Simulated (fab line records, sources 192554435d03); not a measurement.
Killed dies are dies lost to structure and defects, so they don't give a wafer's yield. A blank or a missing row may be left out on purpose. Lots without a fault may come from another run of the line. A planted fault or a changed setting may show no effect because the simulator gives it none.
Tool commonality check | flow n5_finfet | 9 lots, 27 wafers sampled

WHY IT WAS OPENED
At N5_BEOL_M4_RC_MEAS_101 the reading IOFF_N is flagged on 2 of 9 lots. Wafers without a fault read 0.16 nA/um, standard deviation 0.035.
Rule: a lot is flagged when every wafer of it that has a number lies more than 4 standard deviations from that mean, or none has a number. The other lots count as sound.

lot  | measured     | on        | IOFF_N (nA/um), wafer by wafer | flag
L107 | day 7 15:56  | prober-01 | 0.27 0.23 0.16                 |
L113 | day 9 23:12  | prober-01 | 0.15 0.15 0.11                 |
L112 | day 10 02:00 | prober-02 | 0.10 0.12 0.15                 |
L115 | day 10 05:17 | prober-01 | 0.18 0.18 0.26                 |
L118 | day 10 11:23 | prober-01 | 0.13 0.13 0.10                 |
L117 | day 11 04:19 | prober-02 | 0.18 0.15 0.19                 |
L120 | day 11 10:07 | prober-01 | 0.15 0.12 0.15                 |
L130 | day 14 06:26 | prober-01 | 0.47 0.48 0.72                 | FLAGGED
L129 | day 14 07:43 | prober-02 | 0.48 0.50 0.42                 | FLAGGED
The numbers of the flagged lots are 0.51 nA/um on average: +0.35 nA/um against the usual, or +10 standard deviations.

WHICH TOOL RAN EACH LOT
The record holds 2 process steps before the reading, out of a route of 1938 steps. In each cell: the tool, then ch and the chambers that the sampled wafers went through, then the start.
lot  | flag    | N5_SD_ACTIVATION_RTA_00         | N5_ILD0_CMP_07
L107 |         | rtp_anneal-02 ch 0, day 3 13:28 | cmp-02 ch 0,2,3, day 3 17:13
L113 |         | rtp_anneal-02 ch 0, day 4 20:52 | cmp-02 ch 0,2,3, day 5 00:22
L112 |         | rtp_anneal-02 ch 0, day 4 18:53 | cmp-04 ch 0,1,2, day 4 22:34
L115 |         | rtp_anneal-01 ch 0, day 5 11:52 | cmp-02 ch 1,2, day 5 15:22
L118 |         | rtp_anneal-02 ch 0, day 6 04:02 | cmp-02 ch 0,1,2, day 6 07:31
L117 |         | rtp_anneal-02 ch 0, day 6 00:43 | cmp-02 ch 0,1,2, day 6 04:08
L120 |         | rtp_anneal-02 ch 0, day 6 16:58 | cmp-01 ch 0,1, day 6 20:34
L130 | FLAGGED | rtp_anneal-02 ch 0, day 9 05:53 | cmp-02 ch 0,2, day 9 09:25
L129 | FLAGGED | rtp_anneal-02 ch 0, day 8 23:43 | cmp-04 ch 0,1,2, day 9 03:31
What these steps do:
- N5_SD_ACTIVATION_RTA_00: time 0 s.
- N5_ILD0_CMP_07: polishes SiO2 flowable, stops on poly-Si, t overpolish 1.18 s, target thk 138.88 nm.
- N5_BEOL_M4_RC_MEAS_101

FLAGGED OVER TOTAL, TOOL BY TOOL (the gauges that took the reading come last)
step                    | tool          | lots run | flagged | share of the flagged lots | sound lots run after its first flagged lot
N5_SD_ACTIVATION_RTA_00 | rtp_anneal-01 | 1        | 0       | none                      | -
N5_SD_ACTIVATION_RTA_00 | rtp_anneal-02 | 8        | 2       | all                       | 0
N5_ILD0_CMP_07          | cmp-01        | 1        | 0       | none                      | -
N5_ILD0_CMP_07          | cmp-02        | 6        | 1       | some                      | 0
N5_ILD0_CMP_07          | cmp-04        | 2        | 1       | some                      | 0
N5_BEOL_M4_RC_MEAS_101  | prober-01     | 6        | 1       | some                      | 0
N5_BEOL_M4_RC_MEAS_101  | prober-02     | 3        | 1       | some                      | 0

WHAT THE TABLE ALLOWS
1 row of the table ran every flagged lot: rtp_anneal-02 at N5_SD_ACTIVATION_RTA_00.
- rtp_anneal-02 at N5_SD_ACTIVATION_RTA_00: 2 of its 8 lots flagged. Its last sound lot is L120 (day 6 16:58), its first flagged lot L129 (day 8 23:43): a fault that began between those two fits. Its own readings lie more than 4 standard deviations out on every wafer of the flagged lots: lamp_power_pct, lamp_zone_1_pct, lamp_zone_2_pct, lamp_zone_3_pct, lamp_zone_4_pct, lamp_zone_5_pct, lamp_zone_6_pct, lamp_zone_7_pct.
One tool is left: rtp_anneal-02 at N5_SD_ACTIVATION_RTA_00.

WHAT THE SIMULATOR HAD PUT IN
Process parameter drift: rtp_anneal-02, from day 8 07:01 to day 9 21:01, at N5_SD_ACTIVATION_RTA_00. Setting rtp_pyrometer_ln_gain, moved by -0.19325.
Lots struck among those shown: L130, L129. The rule above found the same.
